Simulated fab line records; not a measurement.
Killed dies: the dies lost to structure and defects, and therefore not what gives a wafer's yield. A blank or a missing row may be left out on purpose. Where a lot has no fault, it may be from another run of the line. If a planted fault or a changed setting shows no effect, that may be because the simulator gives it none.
The tool behind it: which one? || flow n5_finfet || 24 lots with 72 wafers sampled at 4 steps, on a route of 1938 steps

## WHAT THE GAUGES SHOWED, per wafer
N5_BEOL_M1_THK_MEAS_01. Usual: for M1_ILD_THK the level is 78.6 nm and the standard deviation is 0.95.
{"lot": "L074", "measured": "day 6 01:26", "on": "film_metro-02", "M1_ILD_THK (nm)": "79.4 76.9 78.9", "flag": ""}
{"lot": "L075", "measured": "day 6 09:16", "on": "film_metro-02", "M1_ILD_THK (nm)": "78.2 78.7 78.6", "flag": ""}
{"lot": "L076", "measured": "day 6 15:20", "on": "film_metro-01", "M1_ILD_THK (nm)": "78.0 77.8 78.6", "flag": ""}
{"lot": "L077", "measured": "day 6 23:54", "on": "film_metro-01", "M1_ILD_THK (nm)": "77.7 80.3 79.0", "flag": ""}
{"lot": "L078", "measured": "day 7 00:26", "on": "film_metro-02", "M1_ILD_THK (nm)": "78.3 79.9 78.1", "flag": ""}
{"lot": "L079", "measured": "day 7 10:30", "on": "film_metro-01", "M1_ILD_THK (nm)": "77.7 78.1 79.5", "flag": ""}
{"lot": "L080", "measured": "day 7 18:17", "on": "film_metro-01", "M1_ILD_THK (nm)": "78.1 79.3 77.5", "flag": ""}
{"lot": "L082", "measured": "day 7 23:14", "on": "film_metro-01", "M1_ILD_THK (nm)": "77.5 78.5 78.7", "flag": ""}
{"lot": "L081", "measured": "day 7 23:34", "on": "film_metro-01", "M1_ILD_THK (nm)": "78.0 78.4 79.8", "flag": ""}
{"lot": "L083", "measured": "day 8 02:52", "on": "film_metro-01", "M1_ILD_THK (nm)": "78.5 79.2 79.9", "flag": ""}
{"lot": "L084", "measured": "day 8 13:53", "on": "film_metro-01", "M1_ILD_THK (nm)": "77.0 77.8 77.7", "flag": ""}
{"lot": "L085", "measured": "day 8 18:19", "on": "film_metro-01", "M1_ILD_THK (nm)": "76.0 79.3 78.6", "flag": ""}
{"lot": "L086", "measured": "day 9 07:09", "on": "film_metro-01", "M1_ILD_THK (nm)": "77.0 78.6 78.1", "flag": ""}
{"lot": "L087", "measured": "day 9 10:01", "on": "film_metro-01", "M1_ILD_THK (nm)": "79.1 80.8 79.7", "flag": ""}
{"lot": "L088", "measured": "day 9 15:07", "on": "film_metro-01", "M1_ILD_THK (nm)": "78.5 78.8 79.0", "flag": ""}
{"lot": "L089", "measured": "day 9 17:32", "on": "film_metro-01", "M1_ILD_THK (nm)": "76.9 77.2 78.3", "flag": ""}
{"lot": "L090", "measured": "day 9 21:26", "on": "film_metro-01", "M1_ILD_THK (nm)": "78.3 78.7 79.1", "flag": ""}
{"lot": "L091", "measured": "day 10 03:08", "on": "film_metro-01", "M1_ILD_THK (nm)": "78.0 78.4 80.6", "flag": ""}
{"lot": "L092", "measured": "day 10 11:58", "on": "film_metro-01", "M1_ILD_THK (nm)": "77.4 79.4 78.6", "flag": ""}
{"lot": "L093", "measured": "day 10 14:49", "on": "film_metro-01", "M1_ILD_THK (nm)": "78.5 79.9 79.5", "flag": ""}
{"lot": "L094", "measured": "day 10 21:19", "on": "film_metro-02", "M1_ILD_THK (nm)": "78.7 79.1 80.3", "flag": ""}
{"lot": "L095", "measured": "day 11 09:35", "on": "film_metro-01", "M1_ILD_THK (nm)": "77.7 78.3 78.8", "flag": ""}
{"lot": "L096", "measured": "day 11 12:04", "on": "film_metro-01", "M1_ILD_THK (nm)": "77.6 77.5 78.6", "flag": ""}
{"lot": "L097", "measured": "day 11 19:28", "on": "film_metro-02", "M1_ILD_THK (nm)": "79.0 80.3 80.5", "flag": ""}

## TOOL THAT RAN EACH LOT (tool first, then ch and the chambers of the sampled wafers, then the start)
{"lot": "L074", "N5_BEOL_M0_PRE_CLEAN_113": "pvd_sputter-01, day 5 23:15", "N5_BEOL_M0_SURFACE_TREAT_137": "pvd_sputter-03, day 5 23:39", "N5_BEOL_M0_SPUTTER_116": "pvd_sputter-03, day 5 23:51"}
{"lot": "L075", "N5_BEOL_M0_PRE_CLEAN_113": "pvd_sputter-01, day 6 05:26", "N5_BEOL_M0_SURFACE_TREAT_137": "pvd_sputter-01, day 6 07:24", "N5_BEOL_M0_SPUTTER_116": "pvd_sputter-02, day 6 07:35"}
{"lot": "L076", "N5_BEOL_M0_PRE_CLEAN_113": "pvd_sputter-03, day 6 12:39", "N5_BEOL_M0_SURFACE_TREAT_137": "pvd_sputter-02, day 6 13:01", "N5_BEOL_M0_SPUTTER_116": "pvd_sputter-03, day 6 13:20"}
{"lot": "L077", "N5_BEOL_M0_PRE_CLEAN_113": "pvd_sputter-03, day 6 21:04", "N5_BEOL_M0_SURFACE_TREAT_137": "pvd_sputter-02, day 6 21:24", "N5_BEOL_M0_SPUTTER_116": "pvd_sputter-03, day 6 21:48"}
{"lot": "L078", "N5_BEOL_M0_PRE_CLEAN_113": "pvd_sputter-01, day 6 22:14", "N5_BEOL_M0_SURFACE_TREAT_137": "pvd_sputter-01, day 6 22:37", "N5_BEOL_M0_SPUTTER_116": "pvd_sputter-01, day 6 22:50"}
{"lot": "L079", "N5_BEOL_M0_PRE_CLEAN_113": "pvd_sputter-01, day 7 08:31", "N5_BEOL_M0_SURFACE_TREAT_137": "pvd_sputter-01, day 7 08:48", "N5_BEOL_M0_SPUTTER_116": "pvd_sputter-01, day 7 08:58"}
{"lot": "L080", "N5_BEOL_M0_PRE_CLEAN_113": "pvd_sputter-01, day 7 15:29", "N5_BEOL_M0_SURFACE_TREAT_137": "pvd_sputter-03, day 7 15:50", "N5_BEOL_M0_SPUTTER_116": "pvd_sputter-03, day 7 16:02"}
{"lot": "L082", "N5_BEOL_M0_PRE_CLEAN_113": "pvd_sputter-01, day 7 20:43", "N5_BEOL_M0_SURFACE_TREAT_137": "pvd_sputter-01, day 7 21:01", "N5_BEOL_M0_SPUTTER_116": "pvd_sputter-02, day 7 21:17"}
{"lot": "L081", "N5_BEOL_M0_PRE_CLEAN_113": "pvd_sputter-01, day 7 21:32", "N5_BEOL_M0_SURFACE_TREAT_137": "pvd_sputter-02, day 7 21:50", "N5_BEOL_M0_SPUTTER_116": "pvd_sputter-02, day 7 22:01"}
{"lot": "L083", "N5_BEOL_M0_PRE_CLEAN_113": "pvd_sputter-01, day 8 00:30", "N5_BEOL_M0_SURFACE_TREAT_137": "pvd_sputter-01, day 8 00:49", "N5_BEOL_M0_SPUTTER_116": "pvd_sputter-01, day 8 01:18"}
{"lot": "L084", "N5_BEOL_M0_PRE_CLEAN_113": "pvd_sputter-01, day 8 10:13", "N5_BEOL_M0_SURFACE_TREAT_137": "pvd_sputter-03, day 8 10:48", "N5_BEOL_M0_SPUTTER_116": "pvd_sputter-01, day 8 12:16"}
{"lot": "L085", "N5_BEOL_M0_PRE_CLEAN_113": "pvd_sputter-01, day 8 15:59", "N5_BEOL_M0_SURFACE_TREAT_137": "pvd_sputter-01, day 8 16:34", "N5_BEOL_M0_SPUTTER_116": "pvd_sputter-02, day 8 16:47"}
{"lot": "L086", "N5_BEOL_M0_PRE_CLEAN_113": "pvd_sputter-02, day 9 04:59", "N5_BEOL_M0_SURFACE_TREAT_137": "pvd_sputter-02, day 9 05:19", "N5_BEOL_M0_SPUTTER_116": "pvd_sputter-03, day 9 05:34"}
{"lot": "L087", "N5_BEOL_M0_PRE_CLEAN_113": "pvd_sputter-02, day 9 07:50", "N5_BEOL_M0_SURFACE_TREAT_137": "pvd_sputter-02, day 9 08:09", "N5_BEOL_M0_SPUTTER_116": "pvd_sputter-03, day 9 08:22"}
{"lot": "L088", "N5_BEOL_M0_PRE_CLEAN_113": "pvd_sputter-03, day 9 12:35", "N5_BEOL_M0_SURFACE_TREAT_137": "pvd_sputter-03, day 9 12:56", "N5_BEOL_M0_SPUTTER_116": "pvd_sputter-03, day 9 13:23"}
{"lot": "L089", "N5_BEOL_M0_PRE_CLEAN_113": "pvd_sputter-03, day 9 14:28", "N5_BEOL_M0_SURFACE_TREAT_137": "pvd_sputter-02, day 9 14:46", "N5_BEOL_M0_SPUTTER_116": "pvd_sputter-01, day 9 15:59"}
{"lot": "L090", "N5_BEOL_M0_PRE_CLEAN_113": "pvd_sputter-01, day 9 17:23", "N5_BEOL_M0_SURFACE_TREAT_137": "pvd_sputter-01, day 9 17:41", "N5_BEOL_M0_SPUTTER_116": "pvd_sputter-01, day 9 19:53"}
{"lot": "L091", "N5_BEOL_M0_PRE_CLEAN_113": "pvd_sputter-02, day 10 00:38", "N5_BEOL_M0_SURFACE_TREAT_137": "pvd_sputter-02, day 10 00:56", "N5_BEOL_M0_SPUTTER_116": "pvd_sputter-03, day 10 01:10"}
{"lot": "L092", "N5_BEOL_M0_PRE_CLEAN_113": "pvd_sputter-02, day 10 07:42", "N5_BEOL_M0_SURFACE_TREAT_137": "pvd_sputter-03, day 10 08:06", "N5_BEOL_M0_SPUTTER_116": "pvd_sputter-01, day 10 09:49"}
{"lot": "L093", "N5_BEOL_M0_PRE_CLEAN_113": "pvd_sputter-01, day 10 11:26", "N5_BEOL_M0_SURFACE_TREAT_137": "pvd_sputter-02, day 10 12:47", "N5_BEOL_M0_SPUTTER_116": "pvd_sputter-02, day 10 13:04"}
{"lot": "L094", "N5_BEOL_M0_PRE_CLEAN_113": "pvd_sputter-03, day 10 19:04", "N5_BEOL_M0_SURFACE_TREAT_137": "pvd_sputter-01, day 10 19:31", "N5_BEOL_M0_SPUTTER_116": "pvd_sputter-01, day 10 19:47"}
{"lot": "L095", "N5_BEOL_M0_PRE_CLEAN_113": "pvd_sputter-02, day 11 05:04", "N5_BEOL_M0_SURFACE_TREAT_137": "pvd_sputter-02, day 11 05:22", "N5_BEOL_M0_SPUTTER_116": "pvd_sputter-02, day 11 05:32"}
{"lot": "L096", "N5_BEOL_M0_PRE_CLEAN_113": "pvd_sputter-03, day 11 09:47", "N5_BEOL_M0_SURFACE_TREAT_137": "pvd_sputter-03, day 11 10:07", "N5_BEOL_M0_SPUTTER_116": "pvd_sputter-03, day 11 10:26"}
{"lot": "L097", "N5_BEOL_M0_PRE_CLEAN_113": "pvd_sputter-01, day 11 17:19", "N5_BEOL_M0_SURFACE_TREAT_137": "pvd_sputter-01, day 11 17:40", "N5_BEOL_M0_SPUTTER_116": "pvd_sputter-02, day 11 17:55"}
- N5_BEOL_M0_PRE_CLEAN_113: time 30 s.
- N5_BEOL_M0_SURFACE_TREAT_137
- N5_BEOL_M0_SPUTTER_116: material Cu, target thk 4 nm, time 7.37 s.

## WHAT THE TOOLS THEMSELVES READ (means of the sampled wafers that have a number; where no wafer has one, the mark that the record gives instead)
N5_BEOL_M0_PRE_CLEAN_113. Usual: heater_power_w at 323 W, with a standard deviation of 28.
{"lot": "L074", "tool": "pvd_sputter-01", "heater_power_w (W)": 330, "flag": ""}
{"lot": "L075", "tool": "pvd_sputter-01", "heater_power_w (W)": 301, "flag": ""}
{"lot": "L076", "tool": "pvd_sputter-03", "heater_power_w (W)": 305, "flag": ""}
{"lot": "L077", "tool": "pvd_sputter-03", "heater_power_w (W)": 323, "flag": ""}
{"lot": "L078", "tool": "pvd_sputter-01", "heater_power_w (W)": 344, "flag": ""}
{"lot": "L079", "tool": "pvd_sputter-01", "heater_power_w (W)": 322, "flag": ""}
{"lot": "L080", "tool": "pvd_sputter-01", "heater_power_w (W)": 306, "flag": ""}
{"lot": "L082", "tool": "pvd_sputter-01", "heater_power_w (W)": 321, "flag": ""}
{"lot": "L081", "tool": "pvd_sputter-01", "heater_power_w (W)": 322, "flag": ""}
{"lot": "L083", "tool": "pvd_sputter-01", "heater_power_w (W)": 325, "flag": ""}
{"lot": "L084", "tool": "pvd_sputter-01", "heater_power_w (W)": 308, "flag": ""}
{"lot": "L085", "tool": "pvd_sputter-01", "heater_power_w (W)": 324, "flag": ""}
{"lot": "L086", "tool": "pvd_sputter-02", "heater_power_w (W)": 304, "flag": ""}
{"lot": "L087", "tool": "pvd_sputter-02", "heater_power_w (W)": 292, "flag": ""}
{"lot": "L088", "tool": "pvd_sputter-03", "heater_power_w (W)": 316, "flag": ""}
{"lot": "L089", "tool": "pvd_sputter-03", "heater_power_w (W)": 310, "flag": ""}
{"lot": "L090", "tool": "pvd_sputter-01", "heater_power_w (W)": 328, "flag": ""}
{"lot": "L091", "tool": "pvd_sputter-02", "heater_power_w (W)": 336, "flag": ""}
{"lot": "L092", "tool": "pvd_sputter-02", "heater_power_w (W)": 295, "flag": ""}
{"lot": "L093", "tool": "pvd_sputter-01", "heater_power_w (W)": 302, "flag": ""}
{"lot": "L094", "tool": "pvd_sputter-03", "heater_power_w (W)": 316, "flag": ""}
{"lot": "L095", "tool": "pvd_sputter-02", "heater_power_w (W)": 349, "flag": ""}
{"lot": "L096", "tool": "pvd_sputter-03", "heater_power_w (W)": 299, "flag": ""}
{"lot": "L097", "tool": "pvd_sputter-01", "heater_power_w (W)": 320, "flag": ""}

N5_BEOL_M0_SPUTTER_116. Usual: chamber_pressure_pa 0.06998 Pa, standard deviation 0.00014; throttle_valve_pct 30.0 %, standard deviation 0.99.
{"lot": "L074", "tool": "pvd_sputter-03", "chamber_pressure_pa (Pa)": 0.07008, "throttle_valve_pct (%)": 29.9, "flag": ""}
{"lot": "L075", "tool": "pvd_sputter-02", "chamber_pressure_pa (Pa)": 0.06982, "throttle_valve_pct (%)": 30.9, "flag": ""}
{"lot": "L076", "tool": "pvd_sputter-03", "chamber_pressure_pa (Pa)": 0.07008, "throttle_valve_pct (%)": 29.9, "flag": ""}
{"lot": "L077", "tool": "pvd_sputter-03", "chamber_pressure_pa (Pa)": 0.07001, "throttle_valve_pct (%)": 29.2, "flag": ""}
{"lot": "L078", "tool": "pvd_sputter-01", "chamber_pressure_pa (Pa)": 0.06991, "throttle_valve_pct (%)": 29.3, "flag": ""}
{"lot": "L079", "tool": "pvd_sputter-01", "chamber_pressure_pa (Pa)": 0.07005, "throttle_valve_pct (%)": 30.9, "flag": ""}
{"lot": "L080", "tool": "pvd_sputter-03", "chamber_pressure_pa (Pa)": 0.07007, "throttle_valve_pct (%)": 29.8, "flag": ""}
{"lot": "L082", "tool": "pvd_sputter-02", "chamber_pressure_pa (Pa)": 0.07000, "throttle_valve_pct (%)": 30.8, "flag": ""}
{"lot": "L081", "tool": "pvd_sputter-02", "chamber_pressure_pa (Pa)": 0.06992, "throttle_valve_pct (%)": 30.4, "flag": ""}
{"lot": "L083", "tool": "pvd_sputter-01", "chamber_pressure_pa (Pa)": 0.06997, "throttle_valve_pct (%)": 30.1, "flag": ""}
{"lot": "L084", "tool": "pvd_sputter-01", "chamber_pressure_pa (Pa)": 0.06988, "throttle_valve_pct (%)": 30.7, "flag": ""}
{"lot": "L085", "tool": "pvd_sputter-02", "chamber_pressure_pa (Pa)": 0.07005, "throttle_valve_pct (%)": 30.4, "flag": ""}
{"lot": "L086", "tool": "pvd_sputter-03", "chamber_pressure_pa (Pa)": 0.06985, "throttle_valve_pct (%)": 29.1, "flag": ""}
{"lot": "L087", "tool": "pvd_sputter-03", "chamber_pressure_pa (Pa)": 0.06998, "throttle_valve_pct (%)": 29.5, "flag": ""}
{"lot": "L088", "tool": "pvd_sputter-03", "chamber_pressure_pa (Pa)": 0.06999, "throttle_valve_pct (%)": 29.5, "flag": ""}
{"lot": "L089", "tool": "pvd_sputter-01", "chamber_pressure_pa (Pa)": 0.07006, "throttle_valve_pct (%)": 30.1, "flag": ""}
{"lot": "L090", "tool": "pvd_sputter-01", "chamber_pressure_pa (Pa)": 0.07018, "throttle_valve_pct (%)": 30.3, "flag": ""}
{"lot": "L091", "tool": "pvd_sputter-03", "chamber_pressure_pa (Pa)": 0.06995, "throttle_valve_pct (%)": 29.2, "flag": ""}
{"lot": "L092", "tool": "pvd_sputter-01", "chamber_pressure_pa (Pa)": 0.06985, "throttle_valve_pct (%)": 30.7, "flag": ""}
{"lot": "L093", "tool": "pvd_sputter-02", "chamber_pressure_pa (Pa)": 0.06990, "throttle_valve_pct (%)": 29.8, "flag": ""}
{"lot": "L094", "tool": "pvd_sputter-01", "chamber_pressure_pa (Pa)": 0.06989, "throttle_valve_pct (%)": 30.9, "flag": ""}
{"lot": "L095", "tool": "pvd_sputter-02", "chamber_pressure_pa (Pa)": 0.06998, "throttle_valve_pct (%)": 30.2, "flag": ""}
{"lot": "L096", "tool": "pvd_sputter-03", "chamber_pressure_pa (Pa)": 0.07006, "throttle_valve_pct (%)": 29.8, "flag": ""}
{"lot": "L097", "tool": "pvd_sputter-02", "chamber_pressure_pa (Pa)": 0.06998, "throttle_valve_pct (%)": 30.6, "flag": ""}

## THE ANSWER, worked out from the rows above alone
Rule: lot off if the mean of its wafers having a number is beyond 3 standard deviations from the usual mean. Also off: a lot with no number at a reading for which 4 or more lots have one. The other lots that the step has rows for count as sound. First the gauges in route order, then the tools' own readings, where a lot's mean is used as printed above. At the first step where some lot is off, the reading lying furthest off is the one used; lots without a number count as furthest.
No lot is off at any reading shown: from this, nothing can be told.

## WHAT THE SIMULATOR PUT IN
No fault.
